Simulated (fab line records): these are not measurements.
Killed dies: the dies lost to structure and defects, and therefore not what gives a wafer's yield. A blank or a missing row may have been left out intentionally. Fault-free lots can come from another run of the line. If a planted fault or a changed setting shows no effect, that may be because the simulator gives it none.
Chamber matching || flow n5 finfet || N5_BEOL_M4_PRE_CLEAN_60 on cvd co-02 has 3 sister chambers
The step time 15 s. 3 wafers are shown with their chamber, then 11 later ones without.

== WAFERS PAIRED WITH THEIR CHAMBERS ==
{"wafer": "L088.5", "chamber": 0, "heater power outer w (W)": 1}
{"wafer": "L088.6", "chamber": 1, "heater power outer w (W)": 28}
{"wafer": "L090.2", "chamber": 2, "heater power outer w (W)": 43}

== WAFERS MISSING THEIR CHAMBER ==
{"wafer": "L090.5", "heater power outer w (W)": 43}
{"wafer": "L090.6", "heater power outer w (W)": 27}
{"wafer": "L091.1", "heater power outer w (W)": 1}
{"wafer": "L091.4", "heater power outer w (W)": 1}
{"wafer": "L091.5", "heater power outer w (W)": 28}
{"wafer": "L092.4", "heater power outer w (W)": 44}
{"wafer": "L092.5", "heater power outer w (W)": 28}
{"wafer": "L092.6", "heater power outer w (W)": 2}
{"wafer": "L097.2", "heater power outer w (W)": 2}
{"wafer": "L097.3", "heater power outer w (W)": 44}
{"wafer": "L097.4", "heater power outer w (W)": 28}

== WHICH CHAMBER EACH WENT THROUGH ==
{"wafer": "L090.5", "from the rows above": 2, "in truth": 2}
{"wafer": "L090.6", "from the rows above": 1, "in truth": 1}
{"wafer": "L091.1", "from the rows above": 0, "in truth": 0}
{"wafer": "L091.4", "from the rows above": 0, "in truth": 0}
{"wafer": "L091.5", "from the rows above": 1, "in truth": 1}
{"wafer": "L092.4", "from the rows above": 2, "in truth": 2}
{"wafer": "L092.5", "from the rows above": 1, "in truth": 1}
{"wafer": "L092.6", "from the rows above": 0, "in truth": 0}
{"wafer": "L097.2", "from the rows above": 0, "in truth": 0}
{"wafer": "L097.3", "from the rows above": 2, "in truth": 2}
{"wafer": "L097.4", "from the rows above": 1, "in truth": 1}
11 of 11 placed correctly. Can't be placed from these rows: 0. Number placed wrongly: 0.
How it was worked out, from the rows above alone: a wafer's distance from a chamber is the root of the sum, over the readings, of the square of ((its reading less the chamber's mean) divided by the reading's scatter). The wafer belongs to the nearest chamber; if the next one is less than 2 further off, it can't be placed. For every chamber, the mean is computed from those of its wafers that are shown. The scatter: root of mean squared gap, hidden wafer to nearest shown wafer, with one shown wafer a chamber.
